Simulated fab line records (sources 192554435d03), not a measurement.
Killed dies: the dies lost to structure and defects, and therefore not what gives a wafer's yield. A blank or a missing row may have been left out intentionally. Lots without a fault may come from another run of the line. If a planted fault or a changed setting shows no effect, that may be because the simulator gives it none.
fab line records	flow n5_finfet	part 2 of 2: steps 5 to 6 of 6
[record] lots = 22	wafers = 66	last_day = 17
route steps=1938 shown BEOL_M0_SAQP@673 BEOL_M0_CUTY@708 BEOL_M0@720
lots with no fault: from the same line, run without faults
start_h: the number of hours between the record's first day and the start of the first shown wafer of the lot	wait_h: how many hours have passed since the lot's step before this one	" as in the row above	L1.1+2: one row covering several wafers at once	- no value present, or no start provided	* or withheld: withheld	< > ~ a bound
route shown NAME@n: a module of which the file shows steps, and the number in the route of the first	usual: mean/standard deviation of fault-free wafers	same: alike in all rows	chamber/n: place in a boat	sites: each site's reading	_std_site: the standard deviation of these	_edge_site: mean of outer sites minus mean of inner sites	radius_mm: for every site, how far away it sits from the centre of the wafer	mask NAME#n: copy n	behind: the last tool/chamber to shape the wafer	hold: what put the lot on hold/how long, in hours/how the hold closed	device: which transistor (n, p or np) failed to switch	end of line: tests run on the same wafers once the route is complete	a step with no rows: only its recipe	killed: dies that structure and defects cost at the first sort, which is not the same as the wafer's yield	map: a wafer's dies, marking killed ones x, the rest . and places with no die _
set.NAME: the setting as run; set.NAME@STEP: as run at that earlier step	model.NAME: the simulator's own value behind a step, which no gauge read
one table for each step of the route and one row for each wafer, over a sample of lots
services: from which hour (start_h, from the record's first day; less than 0 if before it) a tool's chamber was out of use, for how many hours, and why
[[steps]]
[step N5_BEOL_M0_ETCH_128]
[recipe] chemistry = CF4/N2	target_depth_a = 120	overetch_a = 51	target = SiCN	time_s = 21.4	ion_energy_ev = 150	pressure_mtorr = 40	source_w = 430	bias_w = 70	Ar_flow_sccm = 100	cf4_flow_sccm = 60	n2_flow_sccm = 60
[usual] drypump_motor_current_A = 5.7/0.43	n2_flow_sccm = 60.01/0.2	oes_product_au = 0.58/0.044	rf_vpp_V = 383.4/1.9	showerhead_plenum_p_Torr = 2.25/0.069	throttle_valve_pct = 15.25/0.25
lot.wafer	tool	chamber	start_h	wait_h	drypump_motor_current_A	n2_flow_sccm	oes_product_au	rf_hours_counter_h	rf_vpp_V	showerhead_plenum_p_Torr	throttle_valve_pct
L074.1	rie_diel-03	3	114.49	0.0	5.6	60.15	0.59	31	382.7	2.24	15.11
L074.2	"	0	"	"	6.1	60.12	0.57	75	383.1	2.23	15.62
L074.6	"	3	"	"	5.6	59.86	0.59	-	383.1	2.25	15.12
L075.2	rie_diel-06	2	126.67	0.0	5.1	59.99	0.61	13	382.5	2.25	14.93
L075.3	"	1	"	"	6.0	59.70	0.55	85	380.0	2.14	15.33
L075.6	"	0	"	"	6.1	59.57	0.60	-	385.0	2.33	14.88
L076.1	rie_diel-06	1	131.10	0.2	6.1	60.14	0.55	88	379.8	2.13	15.35
L076.3	"	0	"	"	6.1	59.93	0.59	36	387.0	2.33	14.88
L076.4	"	0	"	"	6.2	60.07	0.60	-	385.9	2.33	14.90
L077.2	rie_diel-06	1	137.19	0.1	6.1	60.11	0.55	91	380.5	2.13	15.34
L077.3	"	0	"	"	6.1	59.94	0.61	39	387.3	2.33	14.89
L077.6	"	2	"	"	5.1	59.57	0.62	-	384.2	2.25	14.92
L078.1	rie_diel-02	0	143.08	0.0	6.4	59.92	0.65	11	381.3	2.18	15.54
L078.2	"	3	"	"	4.9	59.74	0.56	71	383.9	2.24	15.07
L078.5	"	3	"	"	4.9	59.55	0.57	-	383.7	2.24	15.06
L079.1	rie_diel-03	3	144.78	0.0	5.7	60.38	0.60	41	383.6	2.24	15.12
L079.5	"	2	"	"	5.5	60.21	0.63	-	385.0	2.34	15.47
L079.6	"	3	"	"	5.6	60.35	0.59	-	383.9	2.24	15.13
L080.1	rie_diel-03	1	153.48	1.2	5.6	59.96	0.64	11	385.6	2.34	15.18
L080.2	"	2	"	"	5.5	60.14	0.61	28	385.5	2.33	15.48
L080.6	"	3	"	"	5.6	59.67	0.59	-	381.9	2.24	15.13
L081.3	rie_diel-06	2	156.33	0.0	5.1	60.21	0.60	27	382.1	2.24	14.95
L081.4	"	3	"	"	5.8	60.21	0.57	63	385.3	2.33	15.19
L081.5	"	0	"	"	6.1	59.91	0.59	-	385.3	2.32	14.90
L082.1	rie_diel-06	1	160.65	0.1	6.1	60.20	0.54	100	381.8	2.13	15.37
L082.3	"	2	"	"	5.1	59.94	0.58	29	385.5	2.24	14.96
L082.4	"	0	"	"	6.1	59.85	0.60	47	385.8	2.32	14.89
L083.4	rie_diel-06	3	166.22	0.0	5.8	59.96	0.58	68	386.3	2.32	15.19
L083.5	"	0	"	"	6.2	60.16	0.59	-	385.7	2.32	14.90
L083.6	"	1	"	"	6.1	60.17	0.54	-	380.7	2.13	15.37
L084.2	rie_diel-02	3	175.28	0.4	4.9	60.14	0.57	83	383.1	2.24	15.09
L084.4	"	1	"	"	5.7	59.99	0.47	255	383.9	2.25	15.52
L084.5	"	3	"	"	4.9	60.20	0.57	-	383.6	2.24	15.08
L085.1	rie_diel-03	2	181.80	0.1	5.5	59.88	0.59	37	384.1	2.33	15.49
L085.3	"	1	"	"	5.6	59.98	0.61	19	384.9	2.33	15.19
L085.6	"	2	"	"	5.5	60.34	0.62	-	385.6	2.33	15.49
L086.2	rie_diel-02	0	189.09	0.0	6.4	60.02	0.61	29	381.4	2.17	15.57
L086.4	"	0	"	"	6.5	59.63	0.63	-	382.7	2.17	15.56
L086.6	"	2	"	"	5.6	59.74	0.46	-	380.4	2.16	15.54
L087.1	rie_diel-03	0	195.86	0.0	6.1	59.86	0.57	102	383.7	2.22	15.69
L087.3	"	2	"	"	5.5	60.01	0.60	42	384.3	2.33	15.50
L087.6	"	1	"	"	5.6	60.19	0.63	-	386.6	2.33	15.22
L088.1	rie_diel-06	2	204.91	0.2	5.1	59.77	0.59	42	384.0	2.24	14.98
L088.5	"	3	"	"	5.8	59.76	0.58	-	385.9	2.32	15.20
L088.6	"	0	"	"	6.1	59.91	0.59	-	384.0	2.32	14.94
L090.2	rie_diel-02	0	214.11	0.0	6.4	60.25	0.62	41	381.1	2.17	15.60
L090.5	"	0	"	"	6.5	60.18	0.61	-	380.6	2.17	15.59
L090.6	"	2	"	"	5.6	59.90	0.46	-	381.2	2.16	15.57
L089.3	rie_diel-06	3	214.23	0.1	5.8	59.83	0.57	85	384.9	2.32	15.23
L089.4	"	2	"	"	5.1	60.15	0.58	45	382.6	2.24	14.99
L089.5	"	3	"	"	5.8	59.95	0.57	-	386.0	2.32	15.21
L092.2	rie_diel-02	0	224.72	0.0	6.4	60.10	0.61	45	380.5	2.17	15.60
L092.3	"	3	"	"	4.9	60.50	0.55	104	381.6	2.23	15.12
L092.4	"	1	"	"	5.7	59.85	0.67	-	384.5	2.25	14.99
L093.3	rie_diel-03	2	226.85	0.0	5.5	60.14	0.60	53	386.8	2.33	15.52
L093.4	"	1	"	"	5.6	60.30	0.61	31	385.3	2.33	15.23
L093.5	"	2	"	"	5.5	60.18	0.59	-	385.2	2.33	15.52
L094.2	rie_diel-03	3	234.45	0.0	5.6	60.29	0.56	72	381.3	2.23	15.20
L094.3	"	2	"	"	5.5	59.93	0.59	55	386.1	2.32	15.54
L094.5	"	3	"	"	5.6	60.19	0.57	-	384.6	2.23	15.20
L096.2	rie_diel-06	0	245.67	0.0	6.1	60.11	0.56	79	385.3	2.31	14.97
L096.3	"	3	"	"	5.8	59.76	0.54	96	384.6	2.31	15.24
L096.6	"	1	"	"	6.1	59.91	0.52	-	380.1	2.12	15.42
L097.1	rie_diel-02	1	252.44	0.0	5.7	59.98	0.64	11	382.6	2.25	15.00
L097.3	"	2	"	"	5.6	59.90	0.68	1	381.2	2.16	15.02
L097.4	"	3	"	"	4.9	59.79	0.54	116	383.1	2.22	15.14
[step N5_BEOL_M0_SPUTTER_116]
[recipe] material = Cu	target_thk_a = 40	temp_c = -20	chamber_pressure_pa = 0.07	power_w = withheld	time_s = 7.37
[usual] chamber_pressure_pa = 0.06998/0.00014	throttle_valve_pct = 30.2/0.91
lot.wafer	tool	chamber	start_h	wait_h	chamber_pressure_pa	throttle_valve_pct
L074.1	pvd_sputter-01	-	116.32	0.1	0.06989	31.6
L074.2	"	-	"	"	0.07006	30.8
L074.6	"	-	"	"	0.06993	31.5
L075.2	pvd_sputter-02	-	129.38	1.5	0.07003	29.2
L075.3	"	-	"	"	0.07018	30.4
L075.6	"	-	"	"	0.07012	30.4
L076.1	pvd_sputter-01	-	134.64	1.8	0.07003	30.6
L076.3	"	-	"	"	0.0698	32.2
L076.4	"	-	"	"	0.07	31.0
L077.2	pvd_sputter-03	-	138.55	0.1	0.06984	29.9
L077.3	"	-	"	"	0.06998	30.0
L077.6	"	-	"	"	0.06997	30.1
L078.1	pvd_sputter-03	-	144.44	0.1	0.06991	30.1
L078.2	"	-	"	"	0.07018	31.4
L078.5	"	-	"	"	0.06999	29.5
L079.1	pvd_sputter-01	-	145.91	0.1	0.07005	29.5
L079.5	"	-	"	"	0.06996	31.0
L079.6	"	-	"	"	0.06999	30.6
L080.1	pvd_sputter-03	-	155.96	0.1	0.07006	31.9
L080.2	"	-	"	"	0.06966	30.1
L080.6	"	-	"	"	0.06988	30.1
L081.3	pvd_sputter-02	-	157.53	0.1	0.06995	29.3
L081.4	"	-	"	"	0.06992	29.7
L081.5	"	-	"	"	0.06995	30.3
L082.1	pvd_sputter-03	-	163.59	1.5	0.07011	29.7
L082.3	"	-	"	"	0.0698	29.3
L082.4	"	-	"	"	0.06999	29.9
L083.4	pvd_sputter-01	-	168.00	0.1	0.06974	32.1
L083.5	"	-	"	"	0.07023	29.4
L083.6	"	-	"	"	0.06993	31.8
L084.2	pvd_sputter-01	-	176.23	0.1	0.07009	31.8
L084.4	"	-	"	"	0.06987	29.2
L084.5	"	-	"	"	0.06999	29.6
L085.1	pvd_sputter-02	-	185.28	1.9	0.06992	29.6
L085.3	"	-	"	"	0.07015	30.3
L085.6	"	-	"	"	0.06987	29.9
L086.2	pvd_sputter-02	-	191.13	0.1	0.06997	29.0
L086.4	"	-	"	"	0.07004	28.9
L086.6	"	-	"	"	0.06991	29.9
L087.1	pvd_sputter-03	-	198.34	1.2	0.06961	30.2
L087.3	"	-	"	"	0.06983	31.9
L087.6	"	-	"	"	0.07002	29.5
L088.1	pvd_sputter-02	-	206.01	0.1	0.07	30.4
L088.5	"	-	"	"	0.06982	29.4
L088.6	"	-	"	"	0.07002	28.9
L090.2	pvd_sputter-01	-	215.47	0.2	0.06992	31.9
L090.5	"	-	"	"	0.07001	29.3
L090.6	"	-	"	"	0.06993	30.5
L089.3	pvd_sputter-01	-	216.09	0.3	0.07018	31.7
L089.4	"	-	"	"	0.06999	31.0
L089.5	"	-	"	"	0.06975	30.8
L092.2	pvd_sputter-02	-	226.56	0.1	0.07013	29.0
L092.3	"	-	"	"	0.07018	30.3
L092.4	"	-	"	"	0.0702	29.8
L093.3	pvd_sputter-03	-	228.57	0.1	0.06993	29.3
L093.4	"	-	"	"	0.06971	31.6
L093.5	"	-	"	"	0.07016	29.4
L094.2	pvd_sputter-01	-	237.55	1.5	0.0702	29.4
L094.3	"	-	"	"	0.07008	31.7
L094.5	"	-	"	"	0.07003	30.7
L096.2	pvd_sputter-01	-	247.53	0.1	0.06994	31.3
L096.3	"	-	"	"	0.06986	29.4
L096.6	"	-	"	"	0.06988	29.3
L097.1	pvd_sputter-01	-	255.54	0.1	0.06989	31.8
L097.3	"	-	"	"	0.07003	31.0
L097.4	"	-	"	"	0.07001	30.4
[[services]]
tool	chamber	start_h	hours	kind
rie_diel-06	1	86.68	6.4	repair
rie_diel-06	3	86.70	63.1	repair
rie_diel-06	2	88.79	6.8	repair
rie_diel-06	-	92.52	4.2	repair
rie_diel-05	1	95.99	7.9	repair
rie_diel-03	1	96.15	-	clean
rie_diel-01	2	104.60	-	clean
rie_diel-01	2	104.60	-	consumable_replace:focus_ring
rie_diel-01	2	104.60	26.7	scheduled_down
rie_diel-01	2	104.60	26.7	vent_cycle
pvd_sputter-01	-	107.88	1.9	repair
rie_diel-01	3	108.65	45.3	repair
pvd_sputter-03	-	117.71	8.4	repair
rie_diel-05	0	121.56	1.7	repair
pvd_sputter-03	-	169.46	17.4	repair
rie_diel-02	2	177.14	9.3	repair
rie_diel-02	1	178.63	14.1	repair
rie_diel-03	1	186.86	6.5	repair
rie_diel-03	1	202.38	5.7	repair
rie_diel-01	-	206.39	0.5	repair
rie_diel-03	-	207.12	0.4	repair
rie_diel-02	2	220.79	6.6	repair
rie_diel-02	3	222.10	1.4	repair
rie_diel-03	2	246.73	2.6	repair
